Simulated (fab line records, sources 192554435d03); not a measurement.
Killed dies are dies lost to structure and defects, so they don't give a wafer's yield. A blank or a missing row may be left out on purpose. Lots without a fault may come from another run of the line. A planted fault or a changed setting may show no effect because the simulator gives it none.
One fault seen from 2 desks | flow n5_finfet | each desk has only its own numbers; what lay behind them comes last

THE METROLOGY DESK
What the gauges read, lot by lot, whatever tool the lot ran on: means of the sampled wafers that have a number. A lot is out of limits, marked OUT, if its mean lies more than 4 standard deviations from the usual mean; the brackets give that distance. Of its 10 readings 7 are shown: those that lie furthest out on some lot.
Columns: A = DIBL_N at N5_BEOL_M4_RC_MEAS_101, usual 36.3 mV/V; B = DIBL_P at N5_BEOL_M4_RC_MEAS_101, usual 35.7 mV/V; C = IOFF_N at N5_BEOL_M4_RC_MEAS_101, usual 0.155 nA/um; D = IOFF_P at N5_BEOL_M4_RC_MEAS_101, usual 0.204 nA/um; E = ION_P at N5_BEOL_M4_RC_MEAS_101, usual 459 uA/um; F = VT_N at N5_BEOL_M4_RC_MEAS_101, usual 250.2 mV; G = VT_P at N5_BEOL_M4_RC_MEAS_101, usual -251 mV
lot  | first seen here | A    | B    | C     | D     | E   | F     | G
L750 | day 8 18:48     | 35.0 | 34.9 | 0.154 | 0.208 | 462 | 249.3 | -249
L751 | day 8 21:08     | 36.5 | 36.8 | 0.175 | 0.196 | 458 | 246.5 | -254
L753 | day 9 00:10     | 36.8 | 36.6 | 0.175 | 0.231 | 466 | 248.1 | -247
L755 | day 9 20:37     | 36.0 | 35.7 | 0.144 | 0.179 | 453 | 252.7 | -256
L762 | day 11 13:34    | 36.1 | 33.8 | 0.142 | 0.165 | 454 | 251.6 | -256
L760 | day 11 16:56    | 35.3 | 36.7 | 0.151 | 0.188 | 456 | 250.0 | -252
L764 | day 11 22:47    | 35.6 | 36.7 | 0.151 | 0.199 | 453 | 250.2 | -254
L766 | day 12 10:29    | 34.8 | 34.2 | 0.129 | 0.184 | 459 | 252.1 | -251
L767 | day 12 20:58    | 36.1 | 36.5 | 0.151 | 0.205 | 461 | 252.0 | -250
L768 | day 13 05:38    | 36.2 | 35.4 | 0.150 | 0.189 | 458 | 250.5 | -253
This desk's finding: nothing out of limits on any of the 10 lots.

THE TOOL OWNER'S DESK: vapor_etch-01
The tool's own readings at N5_FIN_CUT_PRECLEAN_35 (cleans in vHF, time 13.3 s): means of the sampled wafers that have a number, for each lot that ran on this tool. A lot is out of limits, marked OUT, if its mean lies more than 4 standard deviations from the usual mean; the brackets give that distance.
Columns: A = drypump_motor_current_A at N5_FIN_CUT_PRECLEAN_35, usual 6.18 A
lot  | first seen here | A
L750 | day 2 15:49     | 6.47
L751 | day 2 21:49     | 6.48
L755 | day 3 21:34     | 6.49
L760 | day 5 10:21     | 6.30
L762 | day 5 17:19     | 6.47
L764 | day 6 03:48     | 6.45
This desk's finding: nothing out of limits on any of the 6 lots.

PUT TOGETHER
The metrology desk saw nothing out of limits.
The tool owner's desk saw nothing out of limits.

WHAT THE SIMULATOR HAD PUT IN
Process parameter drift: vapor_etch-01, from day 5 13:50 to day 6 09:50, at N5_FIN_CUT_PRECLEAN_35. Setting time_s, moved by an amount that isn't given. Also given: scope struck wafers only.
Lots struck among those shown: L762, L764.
